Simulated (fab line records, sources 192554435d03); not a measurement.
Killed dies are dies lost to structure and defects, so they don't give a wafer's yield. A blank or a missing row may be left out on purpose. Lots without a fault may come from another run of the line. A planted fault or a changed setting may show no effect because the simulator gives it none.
Chamber matching | flow n5_finfet | N5_BEOL_M5_STRIP_36 on rie_diel-03: 3 sister chambers
The step strips in N2/H2. 16 wafers are shown with their chamber, then 6 later ones without.

WAFERS WITH THEIR CHAMBER
wafer  | chamber | drypump_motor_current_A (A) | showerhead_plenum_p_Torr (Torr) | oes_product_au (a.u.)
L078.1 | 3       | 6.5                         | 2.52                            | 0.72
L078.4 | 2       | 6.0                         | 2.40                            | 0.69
L078.6 | 0       | 5.2                         | 2.48                            | 0.91
L079.2 | 3       | 6.5                         | 2.52                            | 0.72
L079.3 | 0       | 5.2                         | 2.48                            | 0.90
L079.4 | 0       | 5.2                         | 2.48                            | 0.90
L082.1 | 0       | 5.2                         | 2.47                            | 0.89
L082.3 | 3       | 6.5                         | 2.52                            | 0.72
L082.6 | 0       | 5.2                         | 2.47                            | 0.88
L086.3 | 3       | 6.5                         | 2.52                            | 0.71
L086.5 | 3       | 6.5                         | 2.52                            | 0.70
L086.6 | 0       | 5.3                         | 2.47                            | 0.87
L091.3 | 3       | 6.5                         | 2.51                            | 0.70
L091.4 | 0       | 5.2                         | 2.47                            | 0.86
L091.6 | 2       | 6.0                         | 2.40                            | 0.66
L092.3 | 3       | 6.4                         | 2.51                            | 0.68

SIGNATURES (means of the wafers above)
reading                  | chamber 0 | chamber 2 | chamber 3 | scatter within a chamber
drypump_motor_current_A  | 5.214     | 6.000     | 6.486     | 0.0363
showerhead_plenum_p_Torr | 2.4743    | 2.4000    | 2.5171    | 0.00492
oes_product_au           | 0.8871    | 0.6750    | 0.7071    | 0.017
Rule: a wafer's distance from a chamber is the root of the sum, over the readings, of the square of ((its reading less the chamber's mean) divided by the reading's scatter). The wafer belongs to the nearest chamber; if the next one is less than 2 further off, it can't be placed. The scatter: the root of (the sum of the squares of (reading less its chamber's mean) over the shown wafers, divided by (wafers less chambers)).

WAFERS WITHOUT THEIR CHAMBER
wafer  | drypump_motor_current_A (A) | showerhead_plenum_p_Torr (Torr) | oes_product_au (a.u.)
L092.5 | 6.5                         | 2.51                            | 0.69
L093.1 | 5.2                         | 2.46                            | 0.84
L093.3 | 6.5                         | 2.51                            | 0.69
L093.6 | 5.2                         | 2.46                            | 0.84
L097.2 | 6.5                         | 2.50                            | 0.70
L097.6 | 6.0                         | 2.71                            | 0.94

WHICH CHAMBER EACH WENT THROUGH
wafer  | from the rows above | in truth
L092.5 | 3                   | 3
L093.1 | 0                   | 0
L093.3 | 3                   | 3
L093.6 | 0                   | 0
L097.2 | 3                   | 3
L097.6 | 3                   | 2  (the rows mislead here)
Placed correctly: 5 of 6. Can't be placed from these rows: 0. Placed wrongly: 1.
